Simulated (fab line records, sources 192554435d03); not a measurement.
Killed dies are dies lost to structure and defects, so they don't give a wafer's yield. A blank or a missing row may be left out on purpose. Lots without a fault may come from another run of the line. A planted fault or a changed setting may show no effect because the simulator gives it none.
fab line records | flow n5_finfet
record lots=24 wafers=72 last_day=18
route steps=1938 shown BEOL_M8@1332 BEOL_M9@1418
lots that met no fault: from a run of the same line without faults
start_h: hours from the record's first day to the start of the lot's first wafer shown | wait_h: hours since the lot's step before | " the same as in the row above | L1.1+2: a row that stands for several wafers | - no value, or no start given | * or withheld: withheld | < > ~ a bound
route shown NAME@n: a module of which the file shows steps, and the number in the route of the first | usual: mean/standard deviation of fault-free wafers | same: alike in all rows | chamber/n: place in a boat | sites: the reading at each site | _std_site: their standard deviation | _edge_site: outer sites' mean less inner sites' | radius_mm: how far each site lies from the wafer's centre | mask NAME#n: copy n | behind: the tool/chamber that last shaped the wafer | hold: why the lot was held/for how many hours/how that ended | device: the transistor (n, p or np) that didn't switch | end of line: the same wafers' tests at the end of the route | a step without rows: its recipe alone | killed: dies lost to structure and defects at the first sort, not the wafer's yield | map: a wafer's dies, x killed, . not, _ none there
set.NAME: the setting as run; set.NAME@STEP: as run at that earlier step | model.NAME: the simulator's own value behind a step, which no gauge read
steps of the route over a sample of lots; a table a step, a row a wafer
services: from which hour (start_h, from the record's first day; less than 0 if before it) a tool's chamber was out of use, for how many hours, and why
## steps
# step N5_BEOL_M8_ILD_DEP_00
# recipe material=SiCOH_lowk target_thk_a=1797.5 temp_c=300 precursor=DEMS/porogen pressure_torr=5 rf_w=500 time_s=33.4
# usual heater_power_w=325/54 showerhead_plenum_p_Torr=5.746/0.018 throttle_valve_pct=13.5/0.69
# columns lot.wafer tool chamber start_h wait_h heater_power_w showerhead_plenum_p_Torr throttle_valve_pct
L074.3 pecvd-03 1 192.03 0.0 242 5.738 14.9
L074.4 " 0 " " 317 5.734 13.5
L074.5 " 1 " " 254 5.737 14.8
L075.2 pecvd-03 2 200.48 0.0 256 5.779 13.8
L075.5 " 1 " " 255 5.738 14.8
L075.6 " 0 " " 320 5.740 13.2
L076.1 pecvd-01 1 216.62 0.0 404 5.761 13.5
L076.4 " 1 " " 405 5.745 13.6
L076.6 " 2 " " 317 5.753 12.3
L080.3 pecvd-04 2 238.93 0.0 344 5.723 12.7
L080.4 " 2 " " 350 5.709 12.8
L080.5 " 1 " " 283 5.735 13.9
L078.1 pecvd-04 1 239.78 0.0 291 5.741 13.8
L078.2 " 0 " " 429 5.728 13.2
L078.5 " 1 " " 283 5.744 13.4
L077.3 pecvd-03 2 240.00 0.1 258 5.773 14.1
L077.5 " 1 " " 278 5.741 14.9
L077.6 " 2 " " 265 5.761 14.0
L079.3 pecvd-01 1 240.24 0.1 375 5.752 13.7
L079.4 " 2 " " 324 5.761 12.5
L079.6 " 2 " " 335 5.780 12.5
L082.2 pecvd-03 1 240.61 0.0 251 5.707 14.7
L082.3 " 2 " " 283 5.749 13.8
L082.6 " 1 " " 259 5.725 14.7
L083.2 pecvd-03 2 243.98 0.0 262 5.771 14.1
L083.5 " 1 " " 282 5.726 14.7
L083.6 " 2 " " 275 5.751 14.1
L081.1 pecvd-01 1 250.33 0.1 369 5.728 13.7
L081.5 " 0 " " 305 5.741 13.6
L081.6 " 2 " " 309 5.776 12.6
L084.1 pecvd-03 1 269.61 0.0 256 5.721 15.0
L084.3 " 0 " " 323 5.741 13.1
L084.4 " 0 " " 261 5.741 13.1
L085.1 pecvd-04 2 274.49 0.0 273 5.723 12.7
L085.4 " 1 " " 231 5.735 13.7
L085.6 " 0 " " 434 5.730 13.4
L086.1 pecvd-04 1 281.80 0.0 304 5.748 13.4
L086.3 " 0 " " 410 5.750 13.4
L086.5 " 0 " " 426 5.732 13.1
L088.1 pecvd-01 0 286.44 0.0 350 5.764 13.6
L088.3 " 1 " " 386 5.756 13.9
L088.4 " 2 " " 326 5.769 12.4
L087.1 pecvd-01 0 292.99 0.0 364 5.767 13.6
L087.4 " 2 " " 293 5.752 12.4
L087.5 " 1 " " 394 5.752 13.5
L089.1 pecvd-01 0 305.27 0.0 300 5.753 13.5
L089.4 " 1 " " 364 5.751 13.6
L089.5 " 2 " " 345 5.766 12.6
L090.1 pecvd-01 1 308.64 0.0 382 5.735 13.8
L090.2 " 0 " " 319 5.777 13.6
L090.5 " 1 " " 399 5.739 13.9
L091.2 pecvd-01 1 312.76 0.0 352 5.725 13.8
L091.3 " 2 " " 326 5.761 12.6
L091.6 " 0 " " 327 5.769 13.4
L092.2 pecvd-04 0 313.13 0.0 397 5.725 13.1
L092.3 " 0 " " 415 5.731 13.2
L092.4 " 2 " " 302 5.725 12.8
L093.1 pecvd-01 2 317.93 0.0 286 5.763 12.5
L093.3 " 1 " " 389 5.746 14.0
L093.6 " 0 " " 313 5.753 13.5
L094.2 pecvd-03 0 329.95 0.0 337 5.727 13.3
L094.3 " 2 " " 272 5.755 14.4
L094.5 " 0 " " 265 5.731 13.2
L095.1 pecvd-01 1 334.97 0.0 385 5.737 13.7
L095.3 " 0 " " 350 5.759 13.8
L095.4 " 0 " " 356 5.762 13.5
L096.1 pecvd-04 0 344.09 0.0 418 5.730 13.4
L096.3 " 2 " " 341 5.743 12.7
L096.5 " 2 " " 339 5.730 12.7
L097.1 pecvd-04 0 346.04 0.0 416 5.734 12.9
L097.3 " 2 " " 315 5.718 12.8
L097.5 " 0 " " 428 5.733 13.1
# step N5_BEOL_M8_HM_DEP_02
# recipe material=TiN target_thk_a=200 temp_c=25 chamber_pressure_pa=0.49996
# usual throttle_valve_pct=30.0/1.2
# columns lot.wafer tool chamber start_h wait_h throttle_valve_pct
L074.3 pvd_sputter-02 - 192.81 0.2 29.8
L074.4 " - " " 30.6
L074.5 " - " " 32.2
L075.2 pvd_sputter-01 - 204.12 2.5 31.5
L075.5 " - " " 31.6
L075.6 " - " " 28.3
L076.1 pvd_sputter-02 - 221.38 3.2 30.4
L076.4 " - " " 32.4
L076.6 " - " " 30.0
L080.3 pvd_sputter-03 - 239.96 0.4 28.5
L080.4 " - " " 31.2
L080.5 " - " " 29.0
L078.1 pvd_sputter-02 - 241.57 1.2 32.3
L078.2 " - " " 30.3
L078.5 " - " " 30.0
L077.3 pvd_sputter-02 - 241.71 1.1 28.9
L077.5 " - " " 29.5
L077.6 " - " " 32.1
L079.3 pvd_sputter-01 - 242.04 1.2 30.4
L079.4 " - " " 28.1
L079.6 " - " " 30.5
L082.2 pvd_sputter-03 - 242.16 0.8 28.8
L082.3 " - " " 31.2
L082.6 " - " " 29.5
L083.2 pvd_sputter-01 - 245.32 0.7 30.1
L083.5 " - " " 31.5
L083.6 " - " " 28.2
L081.1 pvd_sputter-01 - 252.26 1.3 30.2
L081.5 " - " " 31.5
L081.6 " - " " 28.2
L084.1 pvd_sputter-01 - 271.22 1.0 30.4
L084.3 " - " " 28.1
L084.4 " - " " 31.4
L085.1 pvd_sputter-03 - 276.51 1.4 30.8
L085.4 " - " " 28.3
L085.6 " - " " 29.2
L086.1 pvd_sputter-01 - 284.45 1.5 31.4
L086.3 " - " " 30.2
L086.5 " - " " 30.2
L088.1 pvd_sputter-02 - 290.20 2.6 30.0
L088.3 " - " " 29.3
L088.4 " - " " 30.4
L087.1 pvd_sputter-01 - 293.81 0.2 30.1
L087.4 " - " " 30.3
L087.5 " - " " 30.4
L089.1 pvd_sputter-01 - 306.51 0.6 30.1
L089.4 " - " " 30.1
L089.5 " - " " 30.3
L090.1 pvd_sputter-02 - 310.05 0.8 29.9
L090.2 " - " " 30.2
L090.5 " - " " 30.1
L091.2 pvd_sputter-03 - 313.98 0.6 28.5
L091.3 " - " " 31.1
L091.6 " - " " 28.6
L092.2 pvd_sputter-01 - 314.15 0.4 30.3
L092.3 " - " " 28.3
L092.4 " - " " 30.4
L093.1 pvd_sputter-01 - 318.94 0.4 31.5
L093.3 " - " " 28.1
L093.6 " - " " 28.1
L094.2 pvd_sputter-02 - 330.81 0.2 30.1
L094.3 " - " " 28.9
L094.5 " - " " 32.1
L095.1 pvd_sputter-02 - 336.34 0.7 29.2
L095.3 " - " " 30.4
L095.4 " - " " 30.5
L096.1 pvd_sputter-03 - 345.63 0.9 29.1
L096.3 " - " " 31.0
L096.5 " - " " 31.1
L097.1 pvd_sputter-01 - 349.30 2.1 30.1
L097.3 " - " " 31.6
L097.5 " - " " 30.2
# step N5_BEOL_M8_ALD_77
# recipe material=TaN target_thk_a=20 temp_c=275 ald_precursor_family=PDMAT ald_co_reactant=NH3 pressure_torr=3 carrier_flow_sccm=1500 pulse_time_s=2 purge_time_s=3 co_reactant_purge_time_s=2 co_reactant_pulse_time_s=3 ald_cycles=40 precursor_vessel_temp_c=75 precursor_vessel_pressure_torr=26.25 precursor_vessel_carrier_sccm=1000
# usual heater_power_w=402/40 precursor_vessel_pressure_torr=26.26/0.054 precursor_vessel_temp_c=75.00/0.13
# columns lot.wafer tool chamber start_h wait_h heater_power_w precursor_vessel_pressure_torr precursor_vessel_temp_c
L074.3 ald_metal-02 1 199.02 0.0 414 26.28 74.97
L074.4 " 1 " " 414 26.28 75.08
L074.5 " 0 " " 401 26.26 75.08
L075.2 ald_metal-03 2 206.72 0.0 483 26.30 75.17
L075.5 " 1 " " 422 26.36 75.06
L075.6 " 2 " " 474 26.32 74.83
L076.1 ald_metal-04 3 226.38 0.0 351 26.26 75.03
L076.4 " 2 " " 348 26.23 74.82
L076.6 " 2 " " 345 26.17 75.08
L080.3 ald_metal-04 1 242.70 0.0 452 26.27 74.89
L080.4 " 0 " " 449 26.24 75.14
L080.5 " 1 " " 444 26.19 75.04
L078.1 ald_metal-02 3 244.62 0.1 406 26.33 75.23
L078.2 " 2 " " 407 26.34 74.96
L078.5 " 1 " " 418 26.35 75.05
L077.3 ald_metal-02 0 245.41 0.1 392 26.26 75.04
L077.5 " 2 " " 413 26.16 75.20
L077.6 " 3 " " 395 26.23 75.10
L079.3 ald_metal-02 0 246.15 0.0 399 26.37 74.61
L079.4 " 2 " " 400 26.24 75.19
L079.6 " 0 " " 405 26.33 74.58
L082.2 ald_metal-02 0 247.38 0.2 387 26.27 74.97
L082.3 " 1 " " 410 26.23 75.09
L082.6 " 2 " " 413 26.34 75.12
L083.2 ald_metal-03 2 248.79 0.1 483 26.21 75.07
L083.5 " 3 " " 324 26.26 74.93
L083.6 " 2 " " 480 26.24 75.02
L081.1 ald_metal-02 3 254.99 0.1 393 26.20 74.92
L081.5 " 0 " " 393 26.27 74.92
L081.6 " 3 " " 402 26.27 75.07
L084.1 ald_metal-04 2 274.32 0.2 348 26.28 75.28
L084.3 " 3 " " 344 26.22 74.90
L084.4 " 1 " " 456 26.23 75.00
L085.1 ald_metal-04 1 280.76 0.1 465 26.34 74.98
L085.4 " 2 " " 341 26.24 74.79
L085.6 " 1 " " 464 26.27 75.02
L086.1 ald_metal-02 0 291.15 0.1 385 26.33 75.00
L086.3 " 3 " " 395 26.25 74.77
L086.5 " 0 " " 389 26.18 74.89
L088.1 ald_metal-02 3 293.45 0.1 401 26.29 75.11
L088.3 " 1 " " 420 26.27 74.82
L088.4 " 0 " " 392 26.23 74.95
L087.1 ald_metal-02 1 299.28 0.1 417 26.34 74.86
L087.4 " 3 " " 411 26.29 74.90
L087.5 " 3 " " 388 26.34 75.02
L089.1 ald_metal-03 3 310.25 0.0 338 26.24 74.78
L089.4 " 2 " " 468 26.22 74.87
L089.5 " 0 " " 383 26.20 75.14
L090.1 ald_metal-02 3 314.18 0.0 393 26.29 74.95
L090.2 " 1 " " 427 26.28 75.02
L090.5 " 2 " " 409 26.26 74.76
L091.2 ald_metal-04 0 318.79 0.1 435 26.20 75.01
L091.3 " 2 " " 351 26.32 74.87
L091.6 " 0 " " 455 26.30 74.85
L092.2 ald_metal-03 3 319.00 0.2 327 26.26 75.06
L092.3 " 0 " " 376 26.29 75.18
L092.4 " 1 " " 420 26.21 74.94
L093.1 ald_metal-02 2 324.83 0.1 403 26.19 74.67
L093.3 " 0 " " 395 26.25 75.09
L093.6 " 0 " " 405 26.23 74.99
L094.2 ald_metal-04 3 333.94 0.0 346 26.29 75.16
L094.3 " 1 " " 443 26.26 75.11
L094.5 " 0 " " 438 26.27 75.05
L095.1 ald_metal-04 2 339.14 0.0 356 26.31 75.01
L095.3 " 3 " " 342 26.27 75.01
L095.4 " 0 " " 436 26.21 75.14
L096.1 ald_metal-03 3 352.72 0.3 324 26.31 75.07
L096.3 " 0 " " 387 26.28 74.95
L096.5 " 2 " " 464 26.30 74.97
L097.1 ald_metal-03 0 359.34 0.0 386 26.25 74.91
L097.3 " 2 " " 458 26.29 75.10
L097.5 " 0 " " 385 26.26 75.04
# step N5_BEOL_M8_SURFACE_TREAT_79
# recipe gas=Ar time_s=* ion_energy_ev=* ion_current_ma_cm2=0.5 pressure_mtorr=* ar_flow_sccm=30
# usual throttle_valve_pct=*
# columns lot.wafer tool chamber start_h wait_h throttle_valve_pct
L074.3 pvd_sputter-02 - 199.32 0.2 *
L074.4 " - " " *
L074.5 " - " " *
L075.2 pvd_sputter-03 - 207.00 0.2 *
L075.5 " - " " *
L075.6 " - " " *
L076.1 pvd_sputter-01 - 226.74 0.2 *
L076.4 " - " " *
L076.6 " - " " *
L080.3 pvd_sputter-03 - 243.02 0.2 *
L080.4 " - " " *
L080.5 " - " " *
L078.1 pvd_sputter-01 - 245.16 0.4 *
L078.2 " - " " *
L078.5 " - " " *
L077.3 pvd_sputter-01 - 245.74 0.2 *
L077.5 " - " " *
L077.6 " - " " *
L079.3 pvd_sputter-01 - 246.46 0.2 *
L079.4 " - " " *
L079.6 " - " " *
L082.2 pvd_sputter-02 - 247.79 0.3 *
L082.3 " - " " *
L082.6 " - " " *
L083.2 pvd_sputter-02 - 249.09 0.2 *
L083.5 " - " " *
L083.6 " - " " *
L081.1 pvd_sputter-02 - 256.39 1.3 *
L081.5 " - " " *
L081.6 " - " " *
L084.1 pvd_sputter-01 - 275.58 1.1 *
L084.3 " - " " *
L084.4 " - " " *
L085.1 pvd_sputter-02 - 281.06 0.2 *
L085.4 " - " " *
L085.6 " - " " *
L086.1 pvd_sputter-02 - 291.60 0.3 *
L086.3 " - " " *
L086.5 " - " " *
L088.1 pvd_sputter-01 - 293.77 0.2 *
L088.3 " - " " *
L088.4 " - " " *
L087.1 pvd_sputter-01 - 299.59 0.2 *
L087.4 " - " " *
L087.5 " - " " *
L089.1 pvd_sputter-01 - 310.55 0.2 *
L089.4 " - " " *
L089.5 " - " " *
L090.1 pvd_sputter-01 - 314.46 0.2 *
L090.2 " - " " *
L090.5 " - " " *
L091.2 pvd_sputter-01 - 319.08 0.2 *
L091.3 " - " " *
L091.6 " - " " *
L092.2 pvd_sputter-01 - 319.28 0.2 *
L092.3 " - " " *
L092.4 " - " " *
L093.1 pvd_sputter-02 - 327.09 2.1 *
L093.3 " - " " *
L093.6 " - " " *
L094.2 pvd_sputter-02 - 334.22 0.2 *
L094.3 " - " " *
L094.5 " - " " *
L095.1 pvd_sputter-02 - 339.42 0.2 *
L095.3 " - " " *
L095.4 " - " " *
L096.1 pvd_sputter-02 - 354.00 1.2 *
L096.3 " - " " *
L096.5 " - " " *
L097.1 pvd_sputter-02 - 359.68 0.2 *
L097.3 " - " " *
L097.5 " - " " *
# step N5_BEOL_M8_INSPECT_58
# recipe inspect_instrument=darkfield mode=post_dep
# usual raw_defect_count=70/19
# columns lot.wafer tool chamber start_h wait_h raw_defect_count
L074.3 defect_inspect-02 - 200.76 0.0 83
L074.4 " - " " 64
L074.5 " - " " 82
L075.2 defect_inspect-01 - 208.16 0.0 51
L075.5 " - " " 80
L075.6 " - " " 85
L076.1 defect_inspect-02 - 229.03 0.0 40
L076.4 " - " " 53
L076.6 " - " " 45
L080.3 defect_inspect-02 - 244.46 0.0 93
L080.4 " - " " 63
L080.5 " - " " 114
L078.1 defect_inspect-01 - 246.53 0.0 69
L078.2 " - " " 52
L078.5 " - " " 88
L077.3 defect_inspect-02 - 246.95 0.0 80
L077.5 " - " " 77
L077.6 " - " " 64
L079.3 defect_inspect-01 - 247.99 0.0 46
L079.4 " - " " 42
L079.6 " - " " 39
L082.2 defect_inspect-01 - 248.99 0.0 74
L082.3 " - " " 127
L082.6 " - " " 90
L083.2 defect_inspect-02 - 250.39 0.0 53
L083.5 " - " " 70
L083.6 " - " " 81
L081.1 defect_inspect-02 - 257.75 0.0 87
L081.5 " - " " 59
L081.6 " - " " 54
L084.1 defect_inspect-01 - 277.65 0.0 82
L084.3 " - " " 83
L084.4 " - " " 113
L085.1 defect_inspect-01 - 282.38 0.0 52
L085.4 " - " " 75
L085.6 " - " " 42
L086.1 defect_inspect-02 - 293.37 0.0 76
L086.3 " - " " 98
L086.5 " - " " 58
L088.1 defect_inspect-02 - 295.56 0.0 63
L088.3 " - " " 46
L088.4 " - " " 65
L087.1 defect_inspect-01 - 300.79 0.0 58
L087.4 " - " " 49
L087.5 " - " " 77
L089.1 defect_inspect-02 - 312.24 0.0 66
L089.4 " - " " 67
L089.5 " - " " 70
L090.1 defect_inspect-02 - 315.78 0.0 46
L090.2 " - " " 85
L090.5 " - " " 52
L091.2 defect_inspect-02 - 320.49 0.0 77
L091.3 " - " " 100
L091.6 " - " " 74
L092.2 defect_inspect-02 - 320.77 0.0 67
L092.3 " - " " 65
L092.4 " - " " 80
L093.1 defect_inspect-02 - 328.40 0.0 91
L093.3 " - " " 50
L093.6 " - " " 81
L094.2 defect_inspect-02 - 335.67 0.0 43
L094.3 " - " " 54
L094.5 " - " " 59
L095.1 defect_inspect-02 - 340.57 0.0 72
L095.3 " - " " 52
L095.4 " - " " 43
L096.1 defect_inspect-02 - 355.27 0.0 65
L096.3 " - " " 93
L096.5 " - " " 67
L097.1 defect_inspect-02 - 360.90 0.0 80
L097.3 " - " " 55
L097.5 " - " " 71
# step N5_BEOL_M9_ETCH_61
# recipe chemistry=CF4 target=SiARC target_depth_a=390 mask_material=CAR-ArF time_s=65 ion_energy_ev=80 pressure_mtorr=40 source_w=545 bias_w=36 Ar_flow_sccm=100 cf4_flow_sccm=100 ends=cleared
# usual chamber_pressure_mTorr=40.00/0.039 drypump_motor_current_A=5.9/0.42 etch_rf_on_time_s=65.2/1.3 oes_product_au=0.66/0.073 rf_vpp_V=184.4/1.3 showerhead_plenum_p_Torr=2.17/0.079 throttle_valve_pct=15.60/0.21
# columns lot.wafer tool chamber start_h wait_h chamber_pressure_mTorr drypump_motor_current_A etch_rf_on_time_s oes_product_au rf_hours_counter_h rf_vpp_V showerhead_plenum_p_Torr throttle_valve_pct
L074.3 rie_diel-05 3 205.07 0.0 40.09 5.8 66.4 0.61 193 184.1 2.23 15.85
L074.4 " 2 " " 40.00 5.6 65.4 0.57 245 185.0 2.18 15.81
L074.5 " 2 " " 39.98 5.6 65.6 0.57 - 183.9 2.18 15.81
L075.2 rie_diel-01 3 210.20 0.0 39.98 5.7 67.3 0.60 207 186.1 2.21 15.58
L075.5 " 3 " " 40.01 5.7 67.5 0.60 - 184.8 2.21 15.58
L075.6 " 0 " " 39.99 5.5 65.8 0.69 - 185.4 2.26 15.70
L076.1 rie_diel-01 2 230.63 0.0 39.94 6.4 65.6 0.61 187 183.5 2.05 15.54
L076.4 " 0 " " 39.93 5.5 64.5 0.69 87 186.7 2.26 15.72
L076.6 " 2 " " 40.01 6.4 66.2 0.61 - 182.4 2.05 15.54
L080.3 rie_diel-01 1 246.48 0.0 40.03 6.3 62.0 0.67 171 186.4 2.21 15.24
L080.4 " 2 " " 40.01 6.3 64.9 0.63 192 183.5 2.04 15.53
L080.5 " 2 " " 39.95 6.3 64.7 0.62 - 184.0 2.04 15.54
L078.1 rie_diel-05 2 248.82 0.0 40.03 5.6 65.3 0.82 3 185.4 2.18 15.33
L078.2 " 0 " " 39.92 5.5 66.8 0.62 158 183.0 2.06 15.87
L078.5 " 3 " " 40.04 5.8 66.8 0.60 - 185.8 2.22 15.89
L077.3 rie_diel-06 2 249.13 0.0 40.01 6.3 68.1 0.59 215 183.6 2.12 15.61
L077.5 " 3 " " 39.95 6.3 64.9 0.66 - 184.1 2.17 15.69
L077.6 " 0 " " 40.04 4.9 65.1 0.84 - 184.3 2.28 15.71
L079.3 rie_diel-05 0 249.33 0.0 39.98 5.5 66.4 0.63 158 184.6 2.06 15.85
L079.4 " 3 " " 40.02 5.8 65.7 0.61 209 183.8 2.22 15.89
L079.6 " 3 " " 40.04 5.8 66.1 0.60 - 185.6 2.22 15.90
L082.2 rie_diel-01 3 253.45 0.0 40.00 5.8 66.1 0.60 219 184.6 2.20 15.61
L082.3 " 0 " " 39.99 5.5 64.1 0.68 93 184.9 2.26 15.73
L082.6 " 3 " " 40.06 5.7 66.2 0.60 - 185.4 2.20 15.60
L083.2 rie_diel-06 0 253.97 0.0 40.00 4.9 65.0 0.82 2 185.4 2.28 15.70
L083.5 " 3 " " 39.94 6.3 65.1 0.66 - 183.7 2.17 15.69
L083.6 " 0 " " 39.99 4.9 65.5 0.81 - 187.4 2.28 15.71
L081.1 rie_diel-01 1 261.61 0.0 40.01 6.3 63.5 0.65 176 186.1 2.21 15.26
L081.5 " 1 " " 39.99 6.3 63.9 0.65 - 185.1 2.21 15.27
L081.6 " 2 " " 40.05 6.4 66.1 0.61 - 182.4 2.04 15.56
L084.1 rie_diel-05 0 280.60 0.0 40.05 5.5 66.3 0.61 167 181.1 2.05 15.88
L084.3 " 3 " " 40.06 5.8 66.2 0.59 217 183.9 2.22 15.89
L084.4 " 0 " " 39.97 5.5 66.5 0.62 - 181.9 2.05 15.88
L085.1 rie_diel-06 0 285.25 0.0 40.08 4.9 66.1 0.78 11 185.6 2.28 15.73
L085.4 " 2 " " 40.00 6.4 68.0 0.59 225 184.0 2.12 15.64
L085.6 " 3 " " 40.03 6.3 65.5 0.65 - 184.2 2.17 15.71
L086.1 rie_diel-06 2 295.61 0.0 40.02 6.3 67.3 0.59 228 183.9 2.12 15.67
L086.3 " 1 " " 40.01 5.8 64.6 0.69 81 185.4 2.18 15.62
L086.5 " 1 " " 40.05 5.8 64.9 0.69 - 184.1 2.18 15.61
L088.1 rie_diel-01 2 298.93 0.0 39.96 6.4 65.1 0.60 209 184.8 2.04 15.56
L088.3 " 1 " " 40.02 6.3 62.4 0.65 187 184.9 2.21 15.31
L088.4 " 3 " " 40.02 5.7 66.5 0.59 232 185.0 2.20 15.63
L087.1 rie_diel-01 3 302.34 0.0 39.92 5.7 66.7 0.59 233 185.2 2.20 15.64
L087.4 " 2 " " 39.96 6.3 65.8 0.61 209 184.0 2.04 15.57
L087.5 " 2 " " 39.99 6.4 65.7 0.60 - 183.8 2.04 15.57
L089.1 rie_diel-01 3 314.41 0.0 40.02 5.7 66.6 0.58 237 184.2 2.20 15.66
L089.4 " 1 " " 40.00 6.3 63.5 0.64 193 183.9 2.21 15.30
L089.5 " 0 " " 40.07 5.5 64.8 0.67 - 185.2 2.25 15.78
L090.1 rie_diel-06 1 318.51 0.0 39.93 5.8 65.1 0.68 88 184.2 2.17 15.62
L090.2 " 0 " " 39.98 4.9 65.6 0.77 20 185.6 2.28 15.76
L090.5 " 0 " " 40.04 4.9 65.4 0.77 - 184.9 2.27 15.73
L091.2 rie_diel-01 3 323.15 0.0 39.97 5.7 65.6 0.60 240 183.7 2.20 15.67
L091.3 " 0 " " 40.01 5.5 64.9 0.67 115 184.1 2.25 15.79
L091.6 " 1 " " 39.99 6.3 63.2 0.65 - 185.3 2.20 15.30
L092.2 rie_diel-05 0 323.46 0.0 40.02 5.5 66.3 0.60 185 183.2 2.05 15.92
L092.3 " 3 " " 40.05 5.8 67.4 0.58 235 185.1 2.21 15.94
L092.4 " 1 " " 40.06 6.1 63.6 0.82 3 186.4 2.29 15.09
L093.1 rie_diel-05 3 330.48 0.0 39.98 5.8 66.6 0.59 237 183.4 2.21 15.93
L093.3 " 0 " " 39.99 5.6 65.7 0.61 186 183.6 2.05 15.91
L093.6 " 3 " " 39.95 5.8 66.8 0.58 - 184.8 2.21 15.94
L094.2 rie_diel-05 2 339.58 0.0 40.03 5.6 64.7 0.75 34 183.3 2.17 15.40
L094.3 " 0 " " 40.03 5.5 66.9 0.61 191 182.3 2.05 15.94
L094.5 " 1 " " 40.05 6.1 64.1 0.80 - 186.3 2.29 15.06
L095.1 rie_diel-01 3 343.05 0.0 39.96 5.7 67.3 0.57 248 184.7 2.19 15.67
L095.3 " 2 " " 39.99 6.4 65.8 0.59 224 181.7 2.03 15.58
L095.4 " 0 " " 40.04 5.5 65.0 0.66 122 186.3 2.25 15.81
L096.1 rie_diel-01 1 360.39 0.0 39.93 6.3 62.8 0.63 209 186.5 2.20 15.33
L096.3 " 0 " " 39.99 5.5 64.2 0.66 125 185.7 2.25 15.80
L096.5 " 1 " " 40.04 6.3 63.1 0.63 - 185.9 2.20 15.31
L097.1 rie_diel-01 2 363.85 0.0 40.01 6.3 65.9 0.59 231 182.5 2.03 15.61
L097.3 " 0 " " 40.01 5.5 65.0 0.66 126 185.6 2.25 15.81
L097.5 " 1 " " 40.05 6.3 63.3 0.63 - 183.8 2.20 15.32
## services
# columns tool chamber start_h hours kind
rie_diel-06 2 201.30 23.7 repair
rie_diel-06 3 202.27 7.3 repair
rie_diel-01 - 211.73 3.2 repair
pecvd-03 0 227.38 25.5 repair
pvd_sputter-01 - 231.67 2.2 repair
pvd_sputter-01 - 236.50 2.7 repair
rie_diel-01 - 243.61 0.2 repair
pecvd-01 - 262.81 2.8 pm
rie_diel-06 0 271.64 2.8 repair
ald_metal-04 - 286.74 4.3 pm
rie_diel-05 2 296.80 2.9 repair
pecvd-04 1 297.75 48.4 repair
rie_diel-06 3 316.56 4.0 repair
pecvd-03 1 321.47 16.8 repair
rie_diel-06 - 325.45 14.6 pm
pecvd-04 2 333.04 2.6 repair
rie_diel-01 - 336.07 0.2 repair
pvd_sputter-01 - 339.12 1.2 repair
rie_diel-01 0 347.03 9.4 repair
ald_metal-04 0 350.01 11.8 repair
rie_diel-01 3 356.46 - clean
rie_diel-01 3 356.46 - consumable_replace:focus_ring
rie_diel-01 3 356.46 21.5 scheduled_down
rie_diel-01 3 356.46 21.5 vent_cycle
## key
fault none
